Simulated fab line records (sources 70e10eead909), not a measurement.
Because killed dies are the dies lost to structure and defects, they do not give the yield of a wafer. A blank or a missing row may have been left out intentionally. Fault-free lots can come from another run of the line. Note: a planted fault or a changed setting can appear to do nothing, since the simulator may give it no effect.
The tool behind it: which one?    flow nand_harc    14 lots with 42 wafers sampled at 5 steps, on a route of 1302 steps

## WHAT THE GAUGES READ, wafer by wafer
NHARC_THIN_TSV_CD_MEAS_33: the cd target is 5000 nm. Usual: 5000.0 nm for cd_nm, sd 1.1.
lot   measured      on         cd_nm (nm)            flag
L832  day 24 03:37  cd_sem-01  4999.7 5000.3 5002.8  
L833  day 24 04:15  cd_sem-03  5000.2 5000.8 5000.6  
L834  day 24 15:59  cd_sem-02  4998.4 5001.0 5000.9  
L835  day 25 10:54  cd_sem-02  5000.1 4997.7 4999.5  
L836  day 25 19:11  cd_sem-02  4998.0 4999.5 4999.0  
L838  day 25 22:45  cd_sem-03  5000.7 4999.9 5001.8  
L839  day 27 12:36  cd_sem-02  5000.9 5001.9 5001.5  
L841  day 27 11:32  cd_sem-03  4999.7 4998.4 5000.7  
L840  day 27 19:26  cd_sem-02  5000.9 4999.7 4998.7  
L842  day 28 22:08  cd_sem-01  4998.8 4999.6 4999.9  
L843  day 28 21:05  cd_sem-03  5000.7 5001.2 5000.2  
L855  day 33 02:48  cd_sem-01  4998.2 4999.9 5000.7  

NHARC_THIN_TSV_INSPECT_40. Usual: 557 for raw_defect_count, sd 93.
lot   measured      on                 raw_defect_count  flag
L832  day 24 09:59  defect_inspect-02  411 440 443       
L833  day 24 09:59  defect_inspect-01  533 675 561       
L834  day 24 22:03  defect_inspect-02  606 493 583       
L835  day 25 16:56  defect_inspect-02  576 571 581       
L836  day 26 02:51  defect_inspect-01  474 601 758       
L838  day 26 02:51  defect_inspect-02  512 458 530       
L839  day 27 17:32  defect_inspect-02  572 544 520       
L841  day 27 17:32  defect_inspect-01  484 621 474       
L840  day 28 01:26  defect_inspect-02  522 617 467       
L842  day 29 06:38  defect_inspect-01  532 591 521       
L843  day 29 06:38  defect_inspect-02  497 654 544       
L855  day 33 09:37  defect_inspect-01  703 655 789       

NHARC_END_SORT_01. Usual: killed_at_array 59, standard deviation 19; killed_at_other 0.6, standard deviation 0.85; killed_at_periphery 3.8, standard deviation 2.5; killed_dies 64, standard deviation 19; killed_open 3.3, standard deviation 1.8; killed_short 2.2, standard deviation 1.6.
lot   measured      on         killed_at_array  killed_at_other  killed_at_periphery  killed_dies  killed_open  killed_short  flag
L850  day 32 18:33  prober-01  574 638 633      0 0 1            9 3 6                583 641 640  4 2 4        3 4 3         OFF
L851  day 32 20:58  prober-02  637 532 624      0 1 0            3 2 6                640 535 630  4 4 7        0 1 3         OFF

## WHICH TOOL RAN EACH LOT (tool, then ch and the chambers of the sampled wafers, then the start)
lot   NHARC_A_WL_FILL_CVD_03         NHARC_THIN_TSV_STRIP_45
L832  cvd_w-01 ch 0, day 20 04:36    plasma_asher-01 ch 0,1, day 23 22:42
L833  cvd_w-02 ch 0,1, day 20 07:56  plasma_asher-02 ch 0,1, day 23 23:18
L834  cvd_w-01 ch 0,1, day 20 23:11  plasma_asher-02 ch 0,1, day 24 11:05
L835  cvd_w-01 ch 0,1, day 21 16:18  plasma_asher-02 ch 0,1, day 25 06:02
L836  cvd_w-02 ch 0,1, day 22 04:50  plasma_asher-02 ch 0,1, day 25 14:26
L838  cvd_w-01 ch 0,1, day 22 13:11  plasma_asher-02 ch 0,1, day 25 18:01
L839  cvd_w-02 ch 0,1, day 23 15:31  plasma_asher-02 ch 0,1, day 27 07:59
L841  cvd_w-01 ch 0,1, day 23 15:36  plasma_asher-01 ch 0,1, day 27 06:38
L840  cvd_w-02 ch 0,1, day 23 20:46  plasma_asher-02 ch 0,1, day 27 14:39
L842  cvd_w-01 ch 0,1, day 25 03:48  plasma_asher-01 ch 0,1, day 28 17:17
L843  cvd_w-02 ch 0,1, day 25 03:48  plasma_asher-02 ch 0,1, day 28 15:54
L850  cvd_w-02 ch 0,1, day 28 10:25  -
L851  cvd_w-02 ch 0,1, day 28 15:37  -
L855  cvd_w-01 ch 0,1, day 29 09:52  plasma_asher-01 ch 0,1, day 32 21:55
- NHARC_A_WL_FILL_CVD_03: deposits W, target thk 40 nm, time 279 s.
- NHARC_THIN_TSV_STRIP_45: strips in O2.

## AS READ BY THE TOOLS THEMSELVES (means over the sampled wafers that have a number; for cases with no such wafer, the mark the record gives instead)
NHARC_A_WL_FILL_CVD_03. Usual: heater_power_outer_w 251 W, standard deviation 31; heater_power_w 443 W, standard deviation 50; mfc_wf6_sccm 40.00 sccm, standard deviation 0.11; throttle_valve_pct 8.0 %, standard deviation 0.36.
lot   tool      heater_power_outer_w (W)  heater_power_w (W)  mfc_wf6_sccm (sccm)  throttle_valve_pct (%)  flag
L832  cvd_w-01  264                       474                 39.91                8.1                     
L833  cvd_w-02  272                       469                 39.95                7.9                     
L834  cvd_w-01  235                       429                 39.92                8.4                     
L835  cvd_w-01  228                       432                 39.96                8.3                     
L836  cvd_w-02  255                       445                 39.97                7.8                     
L838  cvd_w-01  250                       446                 39.95                8.2                     
L839  cvd_w-02  256                       444                 40.02                7.6                     
L841  cvd_w-01  236                       421                 40.01                8.3                     
L840  cvd_w-02  256                       440                 39.98                7.8                     
L842  cvd_w-01  244                       436                 39.98                8.0                     
L843  cvd_w-02  255                       444                 40.15                7.8                     
L850  cvd_w-02  252                       437                 39.96                7.6                     
L851  cvd_w-02  253                       434                 39.97                7.5                     
L855  cvd_w-01  228                       412                 40.01                8.2                     

NHARC_THIN_TSV_STRIP_45. Usual: drypump_motor_current_A 5.6 A, standard deviation 0.45; heater_power_w 374 W, standard deviation 16.
lot   tool             drypump_motor_current_A (A)  heater_power_w (W)  flag
L832  plasma_asher-01  5.7                          369                 
L833  plasma_asher-02  5.3                          374                 
L834  plasma_asher-02  5.7                          370                 
L835  plasma_asher-02  5.3                          374                 
L836  plasma_asher-02  5.3                          376                 
L838  plasma_asher-02  5.3                          376                 
L839  plasma_asher-02  5.7                          387                 
L841  plasma_asher-01  5.6                          363                 
L840  plasma_asher-02  5.3                          388                 
L842  plasma_asher-01  5.8                          353                 
L843  plasma_asher-02  5.3                          389                 
L855  plasma_asher-01  5.6                          359                 

## THE ANSWER, worked out from the rows above alone
Rule: a lot is off if the mean of its wafers that have a number lies more than 3 standard deviations from the usual mean. Also off: a lot with no number at a reading for which 4 or more lots have one. Where the step has rows for the other lots, those lots are counted as sound. First the gauges in route order, then the tools' own readings, where a lot's mean is used as printed above. At the first step where some lot is off, the reading lying furthest off is the one used; lots without a number count as furthest.
Off, at NHARC_END_SORT_01 on killed_dies: L850, L851. Neither off nor sound, because the step has no rows for them: L832, L833, L834, L835, L836, L838, L839, L841, L840, L842, L843, L855.
If a tool, at a process step before that reading, ran all the lots that are off and no sound lot after the first of them, it fits. Gauges at NHARC_END_SORT_01: tried the same way as those tools. One fits: NHARC_A_WL_FILL_CVD_03 on cvd_w-02. It ran no sound lot before its first lot that is off in this sample, so the start can't be narrowed down.

## WHAT THE SIMULATOR PUT IN
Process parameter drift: cvd_w-02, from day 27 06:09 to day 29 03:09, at NHARC_A_WL_FILL_CVD_03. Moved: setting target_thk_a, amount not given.
Lots struck among those shown: L850, L851. The rule given above showed the same thing.
